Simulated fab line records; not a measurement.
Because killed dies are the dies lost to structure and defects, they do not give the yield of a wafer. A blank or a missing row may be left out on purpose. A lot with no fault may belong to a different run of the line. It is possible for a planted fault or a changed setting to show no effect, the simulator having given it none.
Chamber matching	flow nand harc	cmp-02 running NHARC_P_M1_CMP_23: 4 sister chambers
The step polishes, t overpolish 20 s, target thk 157.82 nm. 20 wafers are shown with their chamber, then 10 later ones without.

WAFERS PAIRED WITH THEIR CHAMBERS
wafer	chamber	motor current A (A)	time to endpoint s (s)
L074.1	3	11.0	28.8
L074.2	1	11.8	21.0
L074.6	1	13.1	23.2
L076.1	2	13.0	27.3
L076.2	1	12.0	25.5
L076.5	2	12.6	25.5
L077.2	0	14.1	31.5
L077.4	3	10.4	32.0
L077.6	0	12.3	31.5
L078.2	3	10.5	31.1
L078.3	0	13.5	28.1
L078.6	3	10.7	32.2
L079.1	2	12.3	25.7
L079.2	1	12.6	22.2
L079.5	2	12.8	27.4
L080.3	2	12.4	29.1
L080.5	2	12.2	27.8
L080.6	1	12.6	24.6
L089.1	1	12.7	29.1
L089.3	3	10.6	34.7

SIGNATURES, as means of the wafers listed above
reading	chamber 0	chamber 1	chamber 2	chamber 3	scatter within a chamber
motor current A	13.300	12.467	12.550	10.640	0.469
time to endpoint s	30.367	24.267	27.133	31.760	2.18
Rule: a wafer's distance from a chamber is the root of the sum, over the readings, of the square of ((its reading less the chamber's mean) divided by the reading's scatter). The wafer belongs to the nearest chamber; if the next one is less than 2 further off, it can't be placed. The scatter: take each reading less its chamber's mean, square it, sum over the shown wafers, divide by the number of wafers less the number of chambers, and take the root.

WAFERS MISSING THEIR CHAMBER
wafer	motor current A (A)	time to endpoint s (s)
L089.4	13.9	29.4
L091.2	12.3	30.2
L091.3	13.2	31.8
L091.6	13.0	31.5
L093.2	13.8	32.0
L093.3	13.2	28.4
L093.5	12.0	28.4
L096.1	10.6	38.9
L096.3	12.8	35.9
L096.4	12.7	30.3

WHICH CHAMBER EACH WENT THROUGH
wafer	from the rows above	in truth
L089.4	can't be placed: 0 or 2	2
L091.2	can't be placed: 2 or 0 or 1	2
L091.3	can't be placed: 0 or 2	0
L091.6	can't be placed: 0 or 2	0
L093.2	0	0
L093.3	can't be placed: 0 or 2 or 1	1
L093.5	can't be placed: 2 or 1 or 0 or 3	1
L096.1	3	3
L096.3	can't be placed: 0 or 2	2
L096.4	can't be placed: 0 or 2 or 1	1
Correctly placed: 2 of 10. These rows do not allow placing 8 (true chamber among the candidates in 8). Placed wrongly: 0.
